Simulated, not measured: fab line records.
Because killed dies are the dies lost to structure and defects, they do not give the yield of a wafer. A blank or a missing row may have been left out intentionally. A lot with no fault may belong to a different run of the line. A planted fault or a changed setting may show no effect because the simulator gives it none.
Split-lot experiment ; flow n5_finfet ; 7 lots, 21 wafers read, on a route of 1938 steps

## ABOUT THE SPLIT
At N5_SD_EPI_N_COAT_33 (time 60 s, resist thk 35 nm), the setting spin_rpm was moved away from the recipe's 1500 rpm on 10 of the 21 wafers read, by -8.3% to +11.2%. All remaining wafers had this setting at the recipe value.

The reading comes from the split's own step.

## THE READING
SiARC_of_SD_EPI_N_COAT_33.thk_nm (the simulator's own value, which no gauge read), in nm, at N5_SD_EPI_N_COAT_33 (time 60 s, resist thk 35 nm). There is no usual value for it anywhere in the file. Across the 11 wafers here that went through the recipe, the average is 35.0 nm and the standard deviation 0.1 nm.

wafer;tool, chamber at the split;spin_rpm as run, rpm;against the recipe;SiARC_of_SD_EPI_N_COAT_33.thk_nm, nm;against lot-mates on the recipe
L075.1;litho_track-04, 0;1500;recipe;35;-
L075.3;litho_track-04, 0;1407;-6.2%;36.2;+1.1
L075.5;litho_track-04, 0;1500;recipe;35.2;-
L076.1;litho_track-05, 0;1500;recipe;35;-
L076.2;litho_track-05, 0;1500;recipe;35;-
L076.4;litho_track-05, 0;1500;recipe;35;-
L079.1;litho_track-05, 0;1376;-8.3%;36.4;+1.6
L079.2;litho_track-05, 0;1376;-8.3%;36.4;+1.6
L079.4;litho_track-05, 0;1500;recipe;34.8;-
L084.4;litho_track-03, 0;1500;recipe;35;-
L084.5;litho_track-03, 0;1500;recipe;35;-
L084.6;litho_track-03, 0;1500;recipe;35;-
L088.1;litho_track-04, 0;1603;+6.9%;34.2;-0.8
L088.2;litho_track-04, 0;1500;recipe;35;-
L088.4;litho_track-04, 0;1603;+6.9%;34;-1.0
L094.1;litho_track-05, 0;1668;+11.2%;33.2;-2.0
L094.6;litho_track-05, 0;1668;+11.2%;33.2;-2.0
L094.5;litho_track-05, 0;1500;recipe;35.2;-
L096.1;litho_track-05, 0;1556;+3.7%;34.4;no lot-mate on the recipe
L096.4;litho_track-05, 0;1556;+3.7%;34.4;no lot-mate on the recipe
L096.6;litho_track-05, 0;1556;+3.7%;34.2;no lot-mate on the recipe

FIT RESULTS
A straight line over all 21 wafers: SiARC_of_SD_EPI_N_COAT_33.thk_nm changes by -0.163 nm for each +1% of spin_rpm; r = -0.99; the points scatter about the line by 0.12 nm.
The same after taking each lot's own level away (the mean of its wafers on the recipe; 18 wafers): -0.175 nm for each +1%; r = -0.99; scatter 0.12 nm.
The reading moves by 2 nm for the largest change in spin_rpm, on that fit.
The lots' own levels span 34.80 to 35.20 nm, that is 3.9 times the standard deviation above.
Consequently the slope shifts little with the lot-to-lot level, the two slopes agreeing.
Check: with one of the wafers moved furthest among these (+11.2%) left out of the fit, the line predicts -1.88 nm for it against its lot-mates. Against them it came out at -2 nm.

## ADDITIONAL SPLITS CARRIED BY THESE WAFERS
These wafers also went through other splits before the reading. Each is held against what the fit with the lots' levels taken away leaves over:
other split on the same wafers;wafers away from the commonest value;r with SiARC_of_SD_EPI_N_COAT_33.thk_nm (lot level and that fit taken away)
N5_ZERO_LAYER_EXPOSE_08 dose_mj;5;-0.12
N5_WELL_APT_COAT_02 spin_rpm;9;-0.27
N5_WELL_APT_EXPOSE_22 dose_mj;5;-0.32
N5_WELL_APT_DEVELOP_24 develop_time_s;2;-0.21
N5_FIN_SAQP_EXPOSE_13 dose_mj;8;-0.36
N5_FIN_CUT_COAT_19 spin_rpm;5;-0.24

## THE FILE'S OWN FIT
SiARC_of_SD_EPI_N_COAT_33.thk_nm changes by -0.174 nm for each +1% of spin_rpm, r = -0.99.
